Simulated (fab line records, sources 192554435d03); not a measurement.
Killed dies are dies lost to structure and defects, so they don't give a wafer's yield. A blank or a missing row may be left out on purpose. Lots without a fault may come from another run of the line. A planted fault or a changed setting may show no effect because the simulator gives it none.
fab line records | flow n5_finfet
record lots=6 wafers=18 last_day=17
route steps=1938 shown BEOL_M0_SAQP@656 BEOL_M4@1111 PASSIVATION@1936
lots that met no fault: from a run of the same line without faults
start_h: hours from the record's first day to the start of the lot's first wafer shown | wait_h: hours since the lot's step before | " the same as in the row above | L1.1+2: a row that stands for several wafers | - no value, or no start given | * or withheld: withheld | < > ~ a bound
route shown NAME@n: a module of which the file shows steps, and the number in the route of the first | usual: mean/standard deviation of fault-free wafers | same: alike in all rows | chamber/n: place in a boat | sites: the reading at each site | _std_site: their standard deviation | _edge_site: outer sites' mean less inner sites' | radius_mm: how far each site lies from the wafer's centre | mask NAME#n: copy n | behind: the tool/chamber that last shaped the wafer | hold: why the lot was held/for how many hours/how that ended | device: the transistor (n, p or np) that didn't switch | end of line: the same wafers' tests at the end of the route | a step without rows: its recipe alone | killed: dies lost to structure and defects at the first sort, not the wafer's yield | map: a wafer's dies, x killed, . not, _ none there
set.NAME: the setting as run; set.NAME@STEP: as run at that earlier step | model.NAME: the simulator's own value behind a step, which no gauge read
lots at some steps of the route; a table a step, a row a wafer
services: from which hour (start_h, from the record's first day; less than 0 if before it) a tool's chamber was out of use, for how many hours, and why
## steps
# step N5_BEOL_M0_SAQP_HM_OPEN_112
# recipe chemistry=CHF3/O2 target=SiO2 stop_on=a-Si target_depth_a=120 over_etch_frac=1.25 mask_material=SOC time_s=13.5 pressure_mtorr=30 source_w=650 bias_w=170 Ar_flow_sccm=200 CHF3_flow_sccm=50 O2_flow_sccm=5 ion_energy_ev=200 ends=end_point
# usual drypump_motor_current_A=5.7/0.39 oes_product_au=0.50/0.05 rf_vpp_V=524/17 showerhead_plenum_p_Torr=2.39/0.057 throttle_valve_pct=18.89/0.29
# columns lot.wafer tool chamber start_h wait_h drypump_motor_current_A oes_product_au rf_hours_counter_h rf_vpp_V showerhead_plenum_p_Torr throttle_valve_pct
L725.4 rie_diel-01 2 134.62 0.0 6.3 0.52 137 549 2.30 18.65
L725.5 " 2 " " 6.2 0.51 - 548 2.30 18.65
L725.6 " 1 " " 5.5 0.49 - 504 2.44 19.20
L728.2 rie_diel-03 0 157.06 0.0 5.7 0.48 177 548 2.47 18.77
L728.4 " 3 " " 5.7 0.48 184 493 2.30 18.86
L728.6 " 1 " " 6.3 0.50 - 529 2.50 19.16
L729.3 rie_diel-03 3 165.42 0.0 5.8 0.47 186 494 2.30 18.85
L729.4 " 1 " " 6.3 0.50 162 530 2.50 19.15
L729.6 " 3 " " 5.8 0.48 - 492 2.30 18.86
L740.1 rie_diel-02 0 228.60 0.0 6.3 0.47 212 500 2.41 19.37
L740.4 " 3 " " 5.3 0.52 104 528 2.42 18.48
L740.6 " 0 " " 6.3 0.47 - 501 2.41 19.37
L741.2 rie_diel-01 2 233.98 0.0 6.3 0.50 170 547 2.29 18.72
L741.4 " 1 " " 5.5 0.46 - 503 2.43 19.26
L741.5 " 3 " " 5.4 0.48 - 529 2.41 18.97
L743.2 rie_diel-02 2 245.14 0.0 5.1 0.44 219 529 2.37 19.01
L743.4 " 0 " " 6.3 0.47 219 499 2.41 19.39
L743.5 " 3 " " 5.4 0.52 - 528 2.42 18.49
# step N5_BEOL_M0_SAQP_STRIP_113
# recipe chemistry=CHF3/O2 resist=SiARC rf_frequency_hz=6e+07
# step N5_BEOL_M0_SAQP_MANDREL_ETCH_20
# recipe target_depth_a=600 chemistry=HBr/Cl2 target=a-Si stop_on=SiNx bt_time_s=10 mask_material=SOC over_etch_frac=0.5 time_s=30 pressure_mtorr=10 icp_w=800 bias_w=75 HBr_flow_sccm=150 Cl2_flow_sccm=80 ends=end_point
# usual drypump_motor_current_A=5.9/0.43 oes_product_au=0.780/0.012 throttle_valve_pct=35.5/0.49
# columns lot.wafer tool chamber start_h wait_h drypump_motor_current_A oes_product_au rf_hours_counter_h throttle_valve_pct
L725.4 rie_si-02 2 134.70 0.0 5.6 0.776 178 35.6
L725.5 " 0 " " 5.5 0.764 - 35.1
L725.6 " 3 " " 6.4 0.788 - 36.0
L728.2 rie_si-02 2 157.14 0.0 5.6 0.762 179 35.6
L728.4 " 1 " " 6.4 0.783 - 34.6
L728.6 " 3 " " 6.4 0.792 - 35.9
L729.3 rie_si-01 3 165.50 0.0 5.6 0.798 144 35.6
L729.4 " 2 " " 5.9 0.780 164 34.9
L729.6 " 2 " " 5.9 0.795 - 34.9
L740.1 rie_si-02 0 228.69 0.0 5.5 0.782 12 35.0
L740.4 " 3 " " 6.4 0.801 40 35.9
L740.6 " 1 " " 6.3 0.784 - 34.6
L741.2 rie_si-06 3 234.06 0.0 5.3 0.766 20 35.4
L741.4 " 0 " " 6.6 0.785 117 36.3
L741.5 " 0 " " 6.6 0.794 - 36.3
L743.2 rie_si-01 0 245.22 0.0 6.0 0.791 147 35.6
L743.4 " 3 " " 5.6 0.795 146 35.6
L743.5 " 1 " " 5.6 0.791 - 35.9
# step N5_BEOL_M0_SAQP_STRIP_86
# recipe chemistry=N2/H2 power_w=500 temp_c=40 pressure_mtorr=50 rf_frequency_hz=6e+07 overash_fraction=0.3 bias_power_w=28 h2_frac=0.5 n2_flow_sccm=300 h2_flow_sccm=300
# step N5_BEOL_M0_SAQP_STRIP_115
# recipe chemistry=post_etch_residue_remover time_s=60 temp_c=25 remover_ph=withheld remover_water_wt_pct=withheld remover_fluoride_wt_pct=withheld
# step N5_BEOL_M0_SAQP_SRD_93
# recipe dry=ipa_marangoni time_s=30 temp_c=23 rinse_liquid=diw
# step N5_BEOL_M0_SAQP_RECESS_114
# recipe chemistry=HF/NH3 target=SiO2 target_depth_a=144 afs_cycles=3 temp_c=30 sublimation_temp_c=180 sublimation_time_s=60
# usual drypump_motor_current_A=5.69/0.089
# columns lot.wafer tool chamber start_h wait_h drypump_motor_current_A
L725.4 vapor_etch-01 1 135.10 0.1 5.75
L725.5 " 1 " " 5.73
L725.6 " 0 " " 5.83
L728.2 vapor_etch-01 0 157.37 0.0 5.81
L728.4 " 1 " " 5.71
L728.6 " 0 " " 5.87
L729.3 vapor_etch-02 0 165.89 0.2 5.59
L729.4 " 1 " " 5.70
L729.6 " 0 " " 5.58
L740.1 vapor_etch-02 0 228.91 0.0 5.58
L740.4 " 1 " " 5.71
L740.6 " 0 " " 5.56
L741.2 vapor_etch-02 1 235.51 1.2 5.69
L741.4 " 0 " " 5.57
L741.5 " 0 " " 5.58
L743.2 vapor_etch-02 0 245.46 0.0 5.58
L743.4 " 1 " " 5.70
L743.5 " 1 " " 5.70
# step N5_BEOL_M0_SAQP_SPACER1_ALD_98
# recipe material=SiO2 target_thk_a=128 temp_c=300 ald_precursor_family=BDEAS ald_co_reactant=O2-plasma pulse_time_s=1 purge_time_s=2 co_reactant_purge_time_s=2 ald_cycles=138 pressure_torr=2
# step N5_BEOL_M0_SAQP_SPACER1_ETCHBACK_99
# recipe chemistry=CHF3/O2 mode=anisotropic_etchback target=SiO2 target_depth_a=154 time_s=7.7 pressure_mtorr=30 source_w=650 bias_w=170 Ar_flow_sccm=200 CHF3_flow_sccm=50 O2_flow_sccm=5 ion_energy_ev=200
# usual drypump_motor_current_A=5.8/0.37 oes_product_au=0.76/0.068 rf_vpp_V=524/18 showerhead_plenum_p_Torr=2.39/0.065 throttle_valve_pct=18.96/0.27
# columns lot.wafer tool chamber start_h wait_h drypump_motor_current_A oes_product_au rf_hours_counter_h rf_vpp_V showerhead_plenum_p_Torr throttle_valve_pct
L725.4 rie_diel-02 3 135.91 0.3 5.4 0.81 77 528 2.43 18.50
L725.5 " 0 " " 6.3 0.73 - 501 2.42 19.41
L725.6 " 1 " " 5.8 0.96 - 532 2.37 18.69
L728.2 rie_diel-03 3 158.33 0.3 5.8 0.75 184 493 2.30 18.91
L728.4 " 1 " " 6.3 0.76 160 528 2.50 19.22
L728.6 " 0 " " 5.7 0.72 - 548 2.47 18.84
L729.3 rie_diel-02 0 166.89 0.3 6.2 0.72 194 501 2.42 19.41
L729.4 " 2 " " 5.1 0.71 192 530 2.38 19.03
L729.6 " 0 " " 6.3 0.73 - 501 2.42 19.43
L740.1 rie_diel-02 3 230.62 0.3 5.4 0.79 105 528 2.42 18.53
L740.4 " 1 " " 5.8 0.90 38 534 2.36 18.72
L740.6 " 1 " " 5.7 0.90 - 534 2.36 18.72
L741.2 rie_diel-02 0 236.74 0.6 6.3 0.70 214 500 2.41 19.44
L741.4 " 2 " " 5.2 0.69 216 528 2.37 19.07
L741.5 " 3 " " 5.4 0.78 - 527 2.42 18.54
L743.2 rie_diel-01 1 246.42 0.4 5.4 0.72 214 503 2.42 19.32
L743.4 " 2 " " 6.3 0.75 177 549 2.28 18.79
L743.5 " 0 " " 5.7 0.69 - 543 2.37 18.82
# step N5_BEOL_M0_SAQP_MANDREL1_REMOVE_100
# recipe chemistry=HBr/Cl2/O2 bt_time_s=10 target=a-Si stop_on=SiNx endpoint=OES-SiCl over_etch_frac=0.85 icp_w=600 bias_w=30 HBr_flow_sccm=150 Cl2_flow_sccm=80 O2_flow_sccm=5 pressure_mtorr=10
# usual drypump_motor_current_A=5.9/0.38 oes_product_au=1.009/0.013 throttle_valve_pct=36.8/0.46
# columns lot.wafer tool chamber start_h wait_h drypump_motor_current_A oes_product_au rf_hours_counter_h throttle_valve_pct
L725.4 rie_si-06 1 135.99 0.1 6.7 1.015 61 37.5
L725.5 " 0 " " 6.6 1.000 - 37.6
L725.6 " 3 " " 5.3 1.005 - 36.7
L728.2 rie_si-01 0 158.41 0.1 6.0 1.035 146 36.9
L728.4 " 1 " " 5.6 1.001 160 37.2
L728.6 " 3 " " 5.6 1.016 - 36.9
L729.3 rie_si-02 1 166.98 0.1 6.3 1.003 2 35.9
L729.4 " 3 " " 6.4 1.025 38 37.2
L729.6 " 2 " " 5.6 1.013 - 36.9
L740.1 rie_si-01 2 230.71 0.1 5.9 1.008 165 36.2
L740.4 " 3 " " 5.6 1.022 146 36.9
L740.6 " 2 " " 5.9 1.010 - 36.2
L741.2 rie_si-01 2 236.82 0.1 5.8 1.005 165 36.2
L741.4 " 3 " " 5.6 1.023 146 36.9
L741.5 " 1 " " 5.6 1.008 - 37.1
L743.2 rie_si-01 3 246.51 0.1 5.6 1.011 146 36.9
L743.4 " 2 " " 5.8 1.004 165 36.2
L743.5 " 0 " " 6.0 1.015 - 36.9
# step N5_BEOL_M0_SAQP_CD_MEAS_25
# recipe target_cd_nm=13.1 landing_energy_ev=1000 detector=se_inlens
# usual cd_nm=12.85/0.24
# columns lot.wafer tool chamber start_h wait_h cd_nm
L725.4 cd_sem-02 0 136.11 0.1 12.99
L725.5 " 0 " " 12.69
L725.6 " 0 " " 13.36
L728.2 cd_sem-01 0 158.52 0.1 13.23
L728.4 " 0 " " 12.66
L728.6 " 0 " " 13.27
L729.3 cd_sem-03 0 167.09 0.1 12.89
L729.4 " 0 " " 12.84
L729.6 " 0 " " 13.13
L740.1 cd_sem-02 0 230.82 0.1 12.81
L740.4 " 0 " " 13.07
L740.6 " 0 " " 12.93
L741.2 cd_sem-03 0 236.94 0.1 13.07
L741.4 " 0 " " 12.64
L741.5 " 0 " " 12.78
L743.2 cd_sem-02 0 246.62 0.1 12.68
L743.4 " 0 " " 12.88
L743.5 " 0 " " 12.44
# step N5_BEOL_M0_SAQP_ETCH_101
# recipe chemistry=CH3F/O2 target=SiNx mask_material=SiO2 target_depth_a=299 time_s=42.7 pressure_mtorr=30 source_w=395 bias_w=73 Ar_flow_sccm=150 CH3F_flow_sccm=30 O2_flow_sccm=20 ion_energy_ev=120
# step N5_BEOL_M0_SAQP_ETCH_102
# recipe chemistry=CF4 target=SiO2 target_depth_a=40 ion_energy_ev=350 time_s=4.4 pressure_mtorr=10 icp_w=800 bias_w=400 cf4_flow_sccm=80
# usual cf4_flow_sccm=79.99/0.27 drypump_motor_current_A=6.0/0.47 oes_product_au=1.010/0.017 throttle_valve_pct=21.9/0.34
# columns lot.wafer tool chamber start_h wait_h cf4_flow_sccm drypump_motor_current_A oes_product_au rf_hours_counter_h throttle_valve_pct model.etch.depth_nm
L725.4 rie_si-06 1 136.25 0.1 80.37 6.7 1.027 61 22.5 4.102
L725.5 " 3 " " 80.35 5.3 1.014 - 21.7 4.163
L725.6 " 2 " " 80.08 5.8 0.994 - 22.0 4.162
L728.2 rie_si-06 2 158.67 0.1 80.06 5.8 1.315 184 22.1 6.271
L728.4 " 1 " " 80.02 6.6 1.335 61 22.6 6.07
L728.6 " 1 " " 80.27 6.7 1.347 - 22.6 6.117
L729.3 rie_si-06 3 167.23 0.1 79.74 5.3 1.343 19 21.8 6.226
L729.4 " 2 " " 79.88 5.8 1.318 184 22.1 6.229
L729.6 " 2 " " 79.32 5.8 1.293 - 22.1 6.178
L740.1 rie_si-06 3 230.96 0.1 80.22 5.2 1.016 20 21.7 4.15
L740.4 " 0 " " 80.22 6.6 1.043 117 22.4 4.086
L740.6 " 3 " " 79.91 5.2 1.004 - 21.7 4.075
L741.2 rie_si-06 3 237.32 0.1 80.59 5.3 1.012 20 21.7 4.102
L741.4 " 1 " " 80.01 6.7 1.008 63 22.5 3.976
L741.5 " 1 " " 79.74 6.7 1.015 - 22.5 3.983
L743.2 rie_si-02 3 246.76 0.1 79.72 6.4 1.002 40 22.0 3.887
L743.4 " 1 " " 79.42 6.4 0.990 3 21.3 3.92
L743.5 " 2 " " 79.78 5.6 1.016 - 21.8 4.117
# step N5_BEOL_M0_SAQP_MANDREL_ETCH_103
# recipe chemistry=HBr/Cl2 target=a-Si target_depth_a=450 bt_time_s=10 stop_on=SiCN mask_material=SiO2 over_etch_frac=0.8 time_s=27 pressure_mtorr=10 icp_w=800 bias_w=75 HBr_flow_sccm=150 Cl2_flow_sccm=80 ends=end_point
# step N5_BEOL_M4_RC_MEAS_101
# usual DIBL_N=37.5/2 DIBL_P=37.5/2.5 IOFF_N=0.18/0.042 IOFF_P=0.24/0.046 ION_N=677/15 ION_P=464/9.5 SS_N=72.0/0.76 SS_P=73.6/0.79 VT_N=249/3.5 VT_P=-249/3.2
# columns lot.wafer tool chamber start_h wait_h DIBL_N[mV/V] DIBL_P[mV/V] IOFF_N[nA/um] IOFF_P[nA/um] ION_N[uA/um] ION_P[uA/um] SS_N[mV/dec] SS_P[mV/dec] VT_N[mV] VT_P[mV]
L725.4 prober-01 0 195.50 0.5 39.9 41.6 0.27 0.35 674 451 73.4 75.9 244 -248
L725.5 " 0 " " 38.8 38.5 0.25 0.25 688 461 73.1 73.8 245 -249
L725.6 " 0 " " 34.3 35.8 0.15 0.19 687 469 71.6 73.0 251 -252
L728.2 prober-02 0 216.26 0.2 37.4 39.1 0.19 0.25 684 477 71.0 73.2 246 -247
L728.4 " 0 " " 39.1 40.0 0.20 0.27 657 456 72.7 73.7 249 -248
L728.6 " 0 " " 38.7 40.6 0.20 0.28 687 470 72.6 73.9 246 -243
L729.3 prober-02 0 221.36 0.3 36.1 37.0 0.15 0.24 664 465 70.5 72.8 249 -247
L729.4 " 0 " " 38.5 39.1 0.20 0.28 683 471 71.2 73.7 243 -248
L729.6 " 0 " " 39.5 38.0 0.25 0.27 685 468 72.0 73.5 242 -246
L740.1 prober-01 0 290.49 0.0 38.4 36.7 0.21 0.25 700 471 72.7 73.4 246 -247
L740.4 " 0 " " 37.5 37.2 0.20 0.26 697 478 72.6 73.3 245 -246
L740.6 " 0 " " 37.0 36.1 0.19 0.25 688 473 71.2 73.6 245 -247
L741.2 prober-02 0 294.64 0.2 35.6 33.7 0.15 0.18 655 448 71.5 73.1 252 -255
L741.4 " 0 " " 39.6 39.1 0.22 0.26 681 459 72.5 74.7 247 -250
L741.5 " 0 " " 37.7 36.8 0.20 0.22 686 462 72.2 73.8 246 -250
L743.2 prober-02 0 307.21 0.2 38.2 38.8 0.21 0.24 712 479 72.3 73.4 244 -250
L743.4 " 0 " " 34.5 35.0 0.14 0.19 678 470 70.9 72.2 249 -250
L743.5 " 0 " " 39.4 39.4 0.23 0.24 684 466 73.2 74.1 246 -249
# step N5_PASSIVATION_PROBE_49
# usual defect_limited_yield=91.8/1.5 killed_at_M0_to_M3=33/11 killed_at_M4_up=13/5 killed_at_contacts=11/5.6 killed_at_front_end=36/12 killed_at_other=3.4/2.5 killed_dies=97/18 killed_open=64/13 killed_short=31/6.9 sort_bin_4_leakage=0.01/0.048 sort_bin_5_function=4.8/1 sort_bin_6_memory=3.1/0.64 sort_bin_8_speed=0.00/0.014 sort_n_pass=1083/18 sort_yield_pct=91.8/1.5
# same gross_dies=1180 killed_at_back_side=0
# columns lot.wafer tool chamber start_h wait_h defect_limited_yield[%] killed_at_M0_to_M3 killed_at_M4_up killed_at_contacts killed_at_front_end killed_at_other killed_dies killed_open killed_short sort_bin_4_leakage[%] sort_bin_5_function[%] sort_bin_6_memory[%] sort_bin_8_speed[%] sort_n_pass sort_yield_pct[%]
L725.4 prober-01 - 296.39 0.2 91.8 39 12 9 34 3 97 70 25 0.08 4.5 3.3 0 1082 91.7
L725.5 prober-01 - 296.44 0.2 92.2 46 6 10 28 2 92 59 31 0 4.7 3.1 0 1088 92.2
L725.6 prober-01 - 296.49 0.3 92.7 32 10 5 37 2 86 63 23 0 4.2 2.8 0 1094 92.7
L729.3 prober-02 - 325.84 0.1 93.6 29 18 5 19 4 75 50 25 0 3.6 2.5 0 1105 93.6
L729.4 prober-02 - 325.89 0.2 90.9 58 9 9 31 0 107 69 37 0 4.4 4.2 0 1073 90.9
L729.6 prober-02 - 325.99 0.3 93.1 36 10 9 26 1 82 60 21 0 4.3 2.3 0 1098 93.1
L728.4 prober-01 - 327.59 0.2 90.0 21 8 14 59 16 118 66 35 0 5.0 3.6 0 1062 90.0
L741.2 prober-01 - 393.32 0.1 90.7 29 23 16 35 7 110 75 33 0 6.2 2.6 0 1070 90.7
L741.4 prober-01 - 393.42 0.2 89.2 26 16 9 72 4 127 76 45 0 6.2 3.7 0 1053 89.2
L741.5 prober-01 - 393.47 0.2 89.8 28 17 9 63 3 120 74 43 0 6.0 3.8 0 1060 89.8
# killed by level:class
L725.4 BEOL_M3:geometric_particle:open=10 BEOL_M0_SAQP:geometric_particle:open=9 MOL_CONTACT_COAG:geometric_particle:open=8 FIN_SAQP:geometric_particle:open=7 BEOL_M1:geometric_particle:open=6 BEOL_M0_SAQP:geometric_particle:short=5 BEOL_M2:geometric_particle:open=5 FIN_SAQP:geometric_particle:short=4
L725.5 BEOL_M3:geometric_particle:open=15 MOL_CONTACT_COAG:geometric_particle:open=9 FIN_SAQP:geometric_particle:short=7 BEOL_M0_SAQP:geometric_particle:short=7 FIN_SAQP:geometric_particle:open=6 BEOL_M0_SAQP:geometric_particle:open=6 BEOL_M1:geometric_particle:open=6 BEOL_M3:geometric_particle:short=5
L725.6 BEOL_M3:geometric_particle:open=12 FIN_SAQP:geometric_particle:short=7 BEOL_M0_SAQP:geometric_particle:short=7 STI_FIN_REVEAL:geometric_particle:open=6 DUMMY_GATE:geometric_particle:open=6 FIN_SAQP:geometric_particle:open=5 FIN_CUT:geometric_particle:open=5 BEOL_M0_SAQP:geometric_particle:open=5
L729.3 BEOL_M4:geometric_particle:open=8 BEOL_M2:geometric_particle:open=6 BEOL_M5:geometric_particle:open=6 MOL_CONTACT_COAG:geometric_particle:open=5 BEOL_M0_SAQP:geometric_particle:open=5 ILD0:geometric_particle:short=4 GATE_CUT:geometric_particle:short=4 BEOL_M0_SAQP:geometric_particle:short=3
L729.4 BEOL_M3:geometric_particle:open=13 BEOL_M0:geometric_particle:open=10 MOL_CONTACT_COAG:geometric_particle:open=8 BEOL_M0_SAQP:geometric_particle:short=8 GATE_CUT:geometric_particle:short=6 BEOL_M0_SAQP:geometric_particle:open=6 BEOL_M2:geometric_particle:short=6 FIN_SAQP:geometric_particle:open=5
L729.6 BEOL_M2:geometric_particle:open=9 FIN_SAQP:geometric_particle:open=8 BEOL_M3:geometric_particle:open=8 MOL_CONTACT_COAG:geometric_particle:open=7 BEOL_M0_SAQP:geometric_particle:short=5 STARTING-WAFER:geometric_particle:open=4 FIN_SAQP:geometric_particle:short=3 ILD0:geometric_particle:open=3
L728.4 STI_FIN_REVEAL:geometric_particle:open=17 HKMG_FIN:area_etch=15 MOL_CONTACT_COAG:geometric_particle:open=13 FIN_SAQP:geometric_particle:open=10 PASS1_CAP:geometric_particle:short=8 BEOL_M0_SAQP:geometric_particle:short=7 PASS1_CAP:geometric_particle:open=6 ILD0:geometric_particle:short=4
L741.2 MOL_CONTACT_COAG:geometric_particle:open=12 BEOL_M3:geometric_particle:open=9 BEOL_M4:geometric_particle:open=8 DUMMY_GATE:geometric_particle:open=7 BEOL_M5:geometric_particle:open=7 BEOL_M0_SAQP:geometric_particle:open=6 FIN_SAQP:geometric_particle:short=5 BEOL_M2:geometric_particle:open=5
L741.4 FIN_SAQP:geometric_particle:short=16 BEOL_M2:geometric_particle:open=10 MOL_CONTACT_COAG:geometric_particle:open=9 GATE_CUT:geometric_particle:open=8 GATE_CUT:geometric_particle:short=8 FIN_SAQP:geometric_particle:open=7 STI_FIN_REVEAL:geometric_particle:open=7 HKMG_FIN:area_etch=6
L741.5 FIN_SAQP:geometric_particle:open=20 FIN_SAQP:geometric_particle:short=14 MOL_CONTACT_COAG:geometric_particle:open=8 BEOL_M0_SAQP:geometric_particle:open=7 BEOL_M0:geometric_particle:open=7 BEOL_M0_SAQP:geometric_particle:short=6 BEOL_M4:geometric_particle:open=6 STI_FIN_REVEAL:geometric_particle:open=5
## services
# columns tool chamber start_h hours kind
rie_si-01 - 124.96 15.6 pm
rie_diel-01 0 137.19 2.4 repair
rie_si-01 2 147.21 3.1 repair
rie_si-02 0 151.61 12.7 repair
vapor_etch-01 - 173.14 15.6 pm
rie_diel-01 3 176.74 8.3 repair
rie_diel-03 2 181.29 - clean
rie_diel-03 2 181.29 - consumable_replace:focus_ring
rie_diel-03 2 181.29 - consumable_replace:showerhead
rie_diel-03 2 181.29 19.7 scheduled_down
rie_diel-03 2 181.29 19.7 vent_cycle
rie_si-06 0 212.39 6.2 repair
rie_si-01 1 216.72 10.8 repair
vapor_etch-01 - 224.08 14.6 pm
rie_diel-03 - 234.90 15.6 pm
rie_si-02 1 240.67 4.3 repair
## key
first_sign step=N5_BEOL_M0_SAQP_ETCH_102 reading=oes_product_au direction=up sigmas=18 usual=1.010 struck=1.325
effect none on later readings
model_effect step=N5_BEOL_M0_SAQP_ETCH_102 value=etch.depth_nm without=4.067 struck=6.182
met_at N5_BEOL_M0_SAQP_ETCH_102
struck_wafers L728.2,L728.4,L728.6,L729.3,L729.4,L729.6
baseline_loss step=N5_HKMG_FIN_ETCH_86 wafers=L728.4
onset_between 136.25 158.67
fault kind=process_parameter_drift tool=rie_si-06 chamber=- onset_h=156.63 steps=N5_BEOL_M0_SAQP_ETCH_102 channel=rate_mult offset=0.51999 shape=step end_h=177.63
# baseline_loss: these wafers lose ten dies or more at that step, a loss of the line's own and not of a fault; the sort's usual values leave them out
